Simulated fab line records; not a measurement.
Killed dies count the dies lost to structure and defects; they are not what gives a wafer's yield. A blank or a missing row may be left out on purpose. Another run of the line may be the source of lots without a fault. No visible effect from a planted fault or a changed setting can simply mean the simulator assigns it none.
Matching of chambers -- flow n5-finfet -- rie-diel-01 running N5_BEOL_M1_ETCH_63: 4 sister chambers
The step etches SiARC in CF4, target depth 15.6 nm, time 26 s. 8 wafers are shown with their chamber, then 8 later ones without.

== WAFERS WITH THEIR CHAMBER ==
wafer,chamber,drypump-motor-current-A (A),showerhead-plenum-p-Torr (Torr)
L076.3,2,6.0,2.22
L086.2,1,6.0,2.11
L086.5,3,5.9,2.14
L086.6,0,6.2,2.19
L091.1,1,6.1,2.10
L091.2,3,5.9,2.13
L091.4,0,6.2,2.19
L094.2,2,6.0,2.20

== WAFERS WHOSE CHAMBER IS MISSING ==
wafer,drypump-motor-current-A (A),showerhead-plenum-p-Torr (Torr)
L094.3,6.1,2.10
L094.5,6.0,2.20
L095.1,6.0,2.20
L095.2,6.1,2.10
L095.4,6.0,2.20
L096.4,6.2,2.18
L096.5,6.1,2.10
L096.6,6.0,2.20

== WHICH CHAMBER EACH WENT THROUGH ==
wafer,from the rows above,in truth
L094.3,1,1
L094.5,2,2
L095.1,2,2
L095.2,1,1
L095.4,2,2
L096.4,0,0
L096.5,1,1
L096.6,2,2
8 of 8 placed correctly. Can't be placed from these rows: 0. Placed wrongly: 0.
How it was worked out, from the rows above alone: a wafer's distance from a chamber is the root of the sum, over the readings, of the square of ((its reading less the chamber's mean) divided by the reading's scatter). If the next closest chamber is less than 2 further off than the closest, the wafer can't be placed; otherwise it belongs to the closest. The mean given for a chamber averages the wafers shown for that chamber. The scatter: take each reading less its chamber's mean, square it, sum over the shown wafers, divide by the number of wafers less the number of chambers, and take the root.
